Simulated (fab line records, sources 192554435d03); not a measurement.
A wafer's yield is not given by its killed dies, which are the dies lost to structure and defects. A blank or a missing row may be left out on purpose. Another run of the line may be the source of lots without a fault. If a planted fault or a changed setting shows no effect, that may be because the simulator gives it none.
fab line records	flow n5-finfet	part 2 of 2: steps 5 to 6 of 6
[record] lots = 24	wafers = 72	last-day = 19
route steps=1938 shown ZERO_LAYER@14 WELL_APT@55 FIN_SAQP@97 FIN_CUT@176
lots untouched by any fault: they come from a run of this same line in which no faults occurred
start-h: start of the lot's first displayed wafer, in hours after the record's first day	wait-h: hours since the lot's step before	" as in the row above	L1.1+2: one row covering several wafers at once	- no value, or no start was given	* or withheld: withheld	< > ~ a bound
route shown NAME@n: a module of which the file shows steps, and the number in the route of the first	usual: mean and standard deviation over wafers with no fault	same: alike in all rows	chamber/n: place in a boat	sites: the reading at each site	_std_site: standard deviation of those values	_edge_site: the outer-site mean with the inner-site mean subtracted	radius-mm: for every site, how far away it sits from the centre of the wafer	mask NAME#n: copy n	behind: the tool/chamber that last shaped the wafer	hold: why the lot went on hold/how many hours it stayed there/how the hold came to an end	device: whichever transistor did not switch (one of n, p or np)	end of line: tests of these same wafers at the route's end	a step without rows: its recipe alone	killed: dies that structure and defects cost at the first sort, which is not the same as the wafer's yield	map: per-die view of a wafer (x killed, . not killed, _ where there is no die)
set.NAME: the setting that was run; set.NAME@STEP: the one run at that earlier step	model.NAME: the simulator's own value behind a step, which no gauge read
the route's steps for a sample of lots (tables are steps, rows are wafers)
services: when a tool's chamber went out of use (start-h, in hours from the record's first day, below 0 if earlier), for how many hours, and the reason
[[steps]]
[step N5_FIN_SAQP_CD_MEAS_27]
[recipe] target-cd-nm = 20	landing-energy-ev = 1000	detector = se-inlens	polarity = line
[usual] cd-nm = 20.29/0.23
lot.wafer	tool	chamber	start-h	wait-h	cd-nm
L074.2	cd-sem-02	0	24.16	0.1	20.40
L074.5	"	0	"	"	20.18
L074.6	"	0	"	"	20.59
L075.2	cd-sem-03	0	29.61	0.1	20.29
L075.4	"	0	"	"	20.30
L075.5	"	0	"	"	19.97
L076.2	cd-sem-02	0	37.52	0.1	20.27
L076.4	"	0	"	"	20.45
L076.6	"	0	"	"	20.17
L077.2	cd-sem-02	0	43.09	0.1	20.20
L077.3	"	0	"	"	20.03
L077.6	"	0	"	"	19.86
L078.1	cd-sem-03	0	48.68	0.1	20.36
L078.2	"	0	"	"	20.43
L078.6	"	0	"	"	19.90
L079.1	cd-sem-01	0	53.63	0.1	20.38
L079.4	"	0	"	"	19.64
L079.5	"	0	"	"	19.91
L080.1	cd-sem-03	0	60.52	0.1	20.52
L080.3	"	0	"	"	20.40
L080.6	"	0	"	"	20.46
L081.3	cd-sem-02	0	66.72	0.1	20.30
L081.5	"	0	"	"	20.14
L081.6	"	0	"	"	20.19
L082.3	cd-sem-03	0	72.30	0.1	20.08
L082.5	"	0	"	"	20.65
L082.6	"	0	"	"	20.43
L083.2	cd-sem-02	0	78.18	0.1	20.01
L083.3	"	0	"	"	20.33
L083.4	"	0	"	"	20.37
L084.1	cd-sem-02	0	83.88	0.1	20.27
L084.4	"	0	"	"	20.18
L084.5	"	0	"	"	20.23
L085.4	cd-sem-02	0	92.51	0.0	20.00
L085.5	"	0	"	"	20.13
L085.6	"	0	"	"	19.88
L086.2	cd-sem-02	0	99.11	0.1	20.43
L086.5	"	0	"	"	20.51
L086.6	"	0	"	"	20.22
L087.4	cd-sem-01	0	102.98	0.1	20.26
L087.5	"	0	"	"	19.97
L087.6	"	0	"	"	20.19
L088.2	cd-sem-02	0	108.51	0.1	20.35
L088.3	"	0	"	"	19.92
L088.4	"	0	"	"	20.43
L089.1	cd-sem-01	0	114.84	0.1	20.05
L089.5	"	0	"	"	20.32
L089.6	"	0	"	"	19.87
L090.3	cd-sem-03	0	120.22	0.1	20.42
L090.4	"	0	"	"	20.20
L090.5	"	0	"	"	20.19
L091.1	cd-sem-03	0	127.46	0.1	20.07
L091.2	"	0	"	"	20.19
L091.4	"	0	"	"	20.43
L092.1	cd-sem-01	0	132.29	0.1	20.52
L092.3	"	0	"	"	20.33
L092.5	"	0	"	"	20.47
L093.3	cd-sem-03	0	137.94	0.1	20.27
L093.4	"	0	"	"	20.34
L093.6	"	0	"	"	20.43
L094.1	cd-sem-03	0	144.77	0.1	20.33
L094.2	"	0	"	"	20.32
L094.5	"	0	"	"	20.69
L095.1	cd-sem-01	0	150.53	0.1	20.53
L095.4	"	0	"	"	20.65
L095.5	"	0	"	"	20.58
L096.2	cd-sem-01	0	156.99	0.1	20.47
L096.3	"	0	"	"	20.25
L096.6	"	0	"	"	20.52
L097.3	cd-sem-03	0	162.14	0.1	20.08
L097.4	"	0	"	"	20.12
L097.5	"	0	"	"	20.57
[step N5_FIN_CUT_CUT_ETCH_15]
[recipe] chemistry = HBr/Cl2/O2	target = Si	target-depth-a = 1000	bt-time-s = 10	mask-material = SOC	time-s = 42.4	ion-energy-ev = *	bias-w = *	pressure-mtorr = 10	icp-w = 800	HBr_flow_sccm = 150	Cl2_flow_sccm = 80	O2_flow_sccm = 12
[usual] HBr_flow_sccm = 150.0/0.43	bias-w = *	drypump-motor-current-A = 5.9/0.55	oes_o_777_au = 1.01/0.056	oes-product-au = 0.996/0.016	throttle-valve-pct = 37.2/0.33
lot.wafer	tool	chamber	start-h	wait-h	HBr_flow_sccm	bias-w	drypump-motor-current-A	oes_o_777_au	oes-product-au	rf-hours-counter-h	throttle-valve-pct
L074.2	rie-si-03	1	28.24	0.1	149.8	*	6.6	0.91	0.993	69	37.3
L074.5	"	0	"	"	151.0	*	5.1	1.00	0.967	-	37.0
L074.6	"	1	"	"	149.6	*	6.5	0.91	0.997	-	37.3
L075.2	rie-si-03	2	33.18	0.1	149.9	*	5.7	1.12	1.001	181	36.9
L075.4	"	3	"	"	150.3	*	6.4	0.95	1.000	98	37.6
L075.5	"	3	"	"	150.3	*	6.4	0.95	0.996	-	37.6
L076.2	rie-si-01	3	41.35	0.1	150.8	*	5.7	1.04	0.985	89	37.4
L076.4	"	2	"	"	150.0	*	6.3	1.00	0.980	44	37.3
L076.6	"	3	"	"	150.1	*	5.7	1.03	0.984	-	37.4
L077.2	rie-si-01	1	46.39	0.1	149.9	*	4.9	1.02	0.986	146	36.5
L077.3	"	2	"	"	149.7	*	6.3	1.00	0.973	44	37.3
L077.6	"	3	"	"	150.2	*	5.7	1.02	0.990	-	37.4
L078.1	rie-si-01	0	52.09	0.1	149.8	*	6.5	0.95	0.997	195	37.3
L078.2	"	2	"	"	149.4	*	6.3	0.99	0.985	44	37.3
L078.6	"	0	"	"	150.0	*	6.5	0.95	0.996	-	37.3
L079.1	rie-si-01	1	57.04	0.1	150.2	*	4.9	1.02	0.987	146	36.5
L079.4	"	0	"	"	149.5	*	6.5	0.94	1.005	195	37.3
L079.5	"	1	"	"	150.8	*	4.9	1.02	0.990	-	36.5
L080.1	rie-si-03	2	63.96	0.1	149.9	*	5.7	1.12	1.006	182	36.9
L080.3	"	0	"	"	149.7	*	5.1	0.98	0.965	3	37.0
L080.6	"	1	"	"	149.7	*	6.6	0.91	0.991	-	37.3
L081.3	rie-si-03	3	70.18	0.0	149.9	*	6.4	0.94	0.993	98	37.6
L081.5	"	1	"	"	148.8	*	6.6	0.91	0.992	-	37.3
L081.6	"	0	"	"	150.2	*	5.1	0.99	0.975	-	37.0
L082.3	rie-si-01	0	75.76	0.0	150.7	*	6.5	0.94	0.995	195	37.3
L082.5	"	0	"	"	150.6	*	6.5	0.94	0.995	-	37.3
L082.6	"	1	"	"	149.9	*	4.9	1.02	0.982	-	36.5
L083.2	rie-si-01	3	81.55	0.1	150.6	*	5.7	1.04	0.986	90	37.4
L083.3	"	1	"	"	150.3	*	4.9	1.02	0.987	146	36.5
L083.4	"	0	"	"	150.1	*	6.5	0.94	1.003	195	37.3
L084.1	rie-si-04	0	87.20	0.1	150.1	*	6.2	1.03	1.031	39	37.5
L084.4	"	3	"	"	150.5	*	6.0	1.03	0.997	125	36.9
L084.5	"	1	"	"	149.9	*	6.0	1.07	1.007	-	37.5
L085.4	rie-si-01	2	96.57	0.0	149.8	*	6.3	1.00	0.992	45	37.3
L085.5	"	0	"	"	149.7	*	6.5	0.94	0.996	-	37.3
L085.6	"	1	"	"	149.5	*	4.9	1.02	0.984	-	36.5
L086.2	rie-si-04	0	102.76	0.1	150.6	*	6.2	1.02	1.021	39	37.5
L086.5	"	1	"	"	150.0	*	5.9	1.07	1.013	-	37.5
L086.6	"	2	"	"	149.8	*	6.4	1.08	1.026	-	36.9
L087.4	rie-si-01	2	106.73	0.1	150.0	*	6.3	1.01	0.979	-	37.3
L087.5	"	1	"	"	149.4	*	4.9	1.02	0.991	-	36.5
L087.6	"	3	"	"	150.5	*	5.7	1.04	0.989	-	37.4
L088.2	rie-si-04	0	111.85	0.1	150.1	*	6.2	1.01	1.026	40	37.5
L088.3	"	2	"	"	149.3	*	6.4	1.09	1.022	1	36.9
L088.4	"	1	"	"	149.8	*	5.9	1.06	1.002	8	37.5
L089.1	rie-si-04	3	118.56	0.1	150.4	*	6.0	1.03	0.995	125	36.9
L089.5	"	2	"	"	150.0	*	6.4	1.08	1.033	-	36.9
L089.6	"	3	"	"	151.0	*	6.0	1.03	0.999	-	36.9
L090.3	rie-si-03	1	123.63	0.0	150.1	*	6.6	0.91	0.993	71	37.3
L090.4	"	3	"	"	149.2	*	6.4	0.95	0.991	99	37.6
L090.5	"	3	"	"	149.2	*	6.4	0.95	0.999	-	37.6
L091.1	rie-si-03	0	131.43	0.1	150.0	*	5.1	0.99	0.969	5	37.0
L091.2	"	3	"	"	149.4	*	6.4	0.95	0.997	99	37.6
L091.4	"	2	"	"	150.5	*	5.7	1.12	1.002	183	36.9
L092.1	rie-si-03	1	135.50	0.1	150.4	*	6.5	0.91	1.001	71	37.3
L092.3	"	2	"	"	149.9	*	5.7	1.12	1.009	183	36.9
L092.5	"	0	"	"	150.2	*	5.1	0.99	0.972	-	37.0
L093.3	rie-si-01	1	141.46	0.0	150.5	*	5.0	1.02	0.986	148	36.5
L093.4	"	2	"	"	149.5	*	6.3	1.00	0.978	-	37.3
L093.6	"	1	"	"	149.9	*	4.9	1.03	0.993	-	36.5
L094.1	rie-si-03	0	148.12	0.1	149.7	*	5.1	1.00	0.962	5	37.0
L094.2	"	2	"	"	149.4	*	5.7	1.11	1.003	183	36.9
L094.5	"	0	"	"	150.4	*	5.1	1.00	0.978	-	37.0
L095.1	rie-si-03	0	153.86	0.1	150.3	*	5.1	1.00	0.961	5	37.0
L095.4	"	2	"	"	150.0	*	5.7	1.12	1.006	183	36.9
L095.5	"	3	"	"	149.9	*	6.4	0.95	1.006	-	37.6
L096.2	rie-si-04	0	161.64	0.1	149.8	*	6.2	1.01	1.032	40	37.5
L096.3	"	3	"	"	150.1	*	6.0	1.03	0.994	126	36.9
L096.6	"	1	"	"	149.2	*	6.0	1.05	1.011	-	37.5
L097.3	rie-si-04	1	165.78	0.0	149.5	*	5.9	1.06	1.016	9	37.5
L097.4	"	0	"	"	150.3	*	6.2	1.02	1.037	41	37.5
L097.5	"	0	"	"	150.0	*	6.2	1.01	1.031	-	37.5
[[services]]
tool	chamber	start-h	hours	kind
rie-diel-01	3	-8.11	13.5	repair
rie-diel-03	1	-2.29	21.7	repair
rie-diel-02	0	-1.93	9.3	repair
rie-diel-06	1	14.28	8.9	repair
rie-diel-06	3	14.45	3.5	repair
rie-diel-01	3	17.57	4.4	repair
rie-si-04	-	18.71	14.6	pm
rie-diel-03	2	21.29	4.4	repair
rie-diel-02	-	25.16	2.9	repair
rie-diel-06	2	27.40	9.0	repair
rie-diel-02	-	30.50	0.2	repair
rie-diel-02	1	38.04	19.6	repair
rie-si-01	3	51.18	5.7	repair
rie-si-03	1	55.40	6.2	repair
rie-diel-02	1	58.16	9.7	repair
rie-diel-03	3	59.26	6.7	repair
epi-rpcvd-03	-	89.40	0.4	repair
rie-diel-01	0	99.20	8.2	repair
rie-si-01	0	99.56	38.7	repair
rie-diel-01	1	103.86	16.6	repair
rie-si-03	2	120.54	1.2	repair
rie-diel-03	-	143.10	1.2	repair
rie-diel-04	0	146.11	2.5	repair
rie-diel-06	1	151.90	8.1	repair
